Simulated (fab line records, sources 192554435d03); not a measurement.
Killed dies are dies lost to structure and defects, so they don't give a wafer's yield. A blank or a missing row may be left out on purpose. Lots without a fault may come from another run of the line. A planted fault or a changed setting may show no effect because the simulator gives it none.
One fault seen from 2 desks | flow n5_finfet | each desk has only its own numbers; what lay behind them comes last

THE TOOL OWNER'S DESK: rie_diel-02
The tool's own readings at N5_BEOL_M1_ETCHBACK_99 (etches SiO2 in CHF3, target depth 5 nm, time 10.4 s): means of the sampled wafers that have a number, for each lot that ran on this tool. A lot is out of limits, marked OUT, if its mean lies more than 4 standard deviations from the usual mean; the brackets give that distance.
Columns: A = drypump_motor_current_A at N5_BEOL_M1_ETCHBACK_99, usual 5.8 A; B = oes_product_au at N5_BEOL_M1_ETCHBACK_99, usual 0.77 a.u.; C = rf_vpp_V at N5_BEOL_M1_ETCHBACK_99, usual 239 V; D = showerhead_plenum_p_Torr at N5_BEOL_M1_ETCHBACK_99, usual 2.19 Torr; E = throttle_valve_pct at N5_BEOL_M1_ETCHBACK_99, usual 17.04 %
lot  | first seen here | A   | B    | C   | D    | E
L947 | day 6 10:21     | 5.3 | 0.71 | 236 | 2.13 | 17.14
L949 | day 6 16:08     | 5.5 | 0.73 | 237 | 2.14 | 17.02
L955 | day 8 05:33     | 5.7 | 0.81 | 233 | 2.22 | 17.06
L960 | day 9 21:13     | 5.7 | 0.78 | 234 | 2.21 | 17.07
L964 | day 10 09:11    | 6.0 | 0.96 | 232 | 2.21 | 17.02
This desk's finding: nothing out of limits on any of the 5 lots.

THE METROLOGY DESK
What the gauges read, lot by lot, whatever tool the lot ran on: means of the sampled wafers that have a number. A lot is out of limits, marked OUT, if its mean lies more than 4 standard deviations from the usual mean; the brackets give that distance. Of its 11 readings 7 are shown: those that lie furthest out on some lot.
Columns: A = V0_OVL at N5_BEOL_M1_OVL_MEAS_29, usual 0.2 nm; B = DIBL_N at N5_BEOL_M4_RC_MEAS_101, usual 36.2 mV/V; C = IOFF_N at N5_BEOL_M4_RC_MEAS_101, usual 0.16 nA/um; D = IOFF_P at N5_BEOL_M4_RC_MEAS_101, usual 0.21 nA/um; E = ION_N at N5_BEOL_M4_RC_MEAS_101, usual 675 uA/um; F = VT_N at N5_BEOL_M4_RC_MEAS_101, usual 249 mV; G = VT_P at N5_BEOL_M4_RC_MEAS_101, usual -252 mV
lot  | first seen here | A    | B    | C    | D    | E   | F   | G
L947 | day 6 06:00     | 0.2  | 37.8 | 0.17 | 0.20 | 674 | 247 | -252
L949 | day 6 12:19     | -0.3 | 38.4 | 0.20 | 0.27 | 685 | 246 | -245
L953 | day 7 11:08     | 0.4  | 35.2 | 0.16 | 0.21 | 681 | 247 | -250
L954 | day 7 23:43     | 0.2  | 36.1 | 0.16 | 0.20 | 670 | 248 | -253
L955 | day 8 00:08     | -1.1 | 38.8 | 0.25 | 0.29 | 698 | 242 | -246
L960 | day 9 17:26     | -0.1 | 35.6 | 0.15 | 0.19 | 670 | 249 | -253
L964 | day 10 08:31    | -0.3 | 35.2 | 0.14 | 0.17 | 662 | 250 | -254
L968 | day 11 10:21    | 0.3  | 37.2 | 0.18 | 0.24 | 689 | 248 | -247
L969 | day 11 22:04    | 0.8  | 37.3 | 0.18 | 0.23 | 685 | 248 | -249
L970 | day 12 01:28    | -0.1 | 36.6 | 0.15 | 0.21 | 677 | 251 | -250
This desk's finding: nothing out of limits on any of the 10 lots.

PUT TOGETHER
The tool owner's desk saw nothing out of limits.
The metrology desk saw nothing out of limits.

WHAT THE SIMULATOR HAD PUT IN
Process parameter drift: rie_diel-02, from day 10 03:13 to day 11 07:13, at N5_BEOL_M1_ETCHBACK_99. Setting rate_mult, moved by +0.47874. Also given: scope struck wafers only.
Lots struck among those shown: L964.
